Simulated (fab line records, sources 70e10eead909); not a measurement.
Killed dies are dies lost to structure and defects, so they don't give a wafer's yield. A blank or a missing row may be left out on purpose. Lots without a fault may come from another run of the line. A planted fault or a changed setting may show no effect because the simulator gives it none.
Chamber matching | flow nand_harc | NHARC_A_CHANNEL_FILL_D1_ALD_02 on ald_hk-04: 4 sister chambers
The step deposits SiO2, target thk 6 nm, pulse time 10 s, ald cycles 60. 8 wafers are shown with their chamber, then 10 later ones without.

WAFERS WITH THEIR CHAMBER
wafer  | chamber | heater_power_w (W) | precursor_pulse_height_rel
L084.2 | 0       | 457                | 1.014
L085.6 | 2       | 461                | 0.980
L087.2 | 2       | 443                | 1.017
L087.3 | 1       | 444                | 0.978
L089.4 | 0       | 476                | 0.997
L089.6 | 3       | 393                | 0.965
L092.2 | 3       | 387                | 1.018
L092.4 | 1       | 453                | 0.974

WAFERS WITHOUT THEIR CHAMBER
wafer  | heater_power_w (W) | precursor_pulse_height_rel
L092.5 | 467                | 1.021
L093.2 | 453                | 1.011
L093.3 | 473                | 0.990
L093.5 | 458                | 1.000
L095.1 | 475                | 1.012
L095.4 | 385                | 1.014
L095.6 | 385                | 0.967
L097.2 | 447                | 0.994
L097.4 | 473                | 0.991
L097.5 | 395                | 1.011

WHICH CHAMBER EACH WENT THROUGH
wafer  | from the rows above          | in truth
L092.5 | can't be placed: 0 or 2 or 1 | 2
L093.2 | can't be placed: 2 or 0 or 1 | 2
L093.3 | can't be placed: 0 or 2 or 1 | 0
L093.5 | can't be placed: 2 or 0 or 1 | 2
L095.1 | can't be placed: 0 or 2      | 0
L095.4 | 3                            | 3
L095.6 | 3                            | 3
L097.2 | can't be placed: 2 or 1 or 0 | 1
L097.4 | can't be placed: 0 or 2 or 1 | 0
L097.5 | 3                            | 3
Placed correctly: 3 of 10. Can't be placed from these rows: 7 (the true chamber is among the candidates in 7). Placed wrongly: 0.
How it was worked out, from the rows above alone: a wafer's distance from a chamber is the root of the sum, over the readings, of the square of ((its reading less the chamber's mean) divided by the reading's scatter). The wafer belongs to the nearest chamber; if the next one is less than 2 further off, it can't be placed. A chamber's mean is the mean of its shown wafers. The scatter: the root of (the sum of the squares of (reading less its chamber's mean) over the shown wafers, divided by (wafers less chambers)).
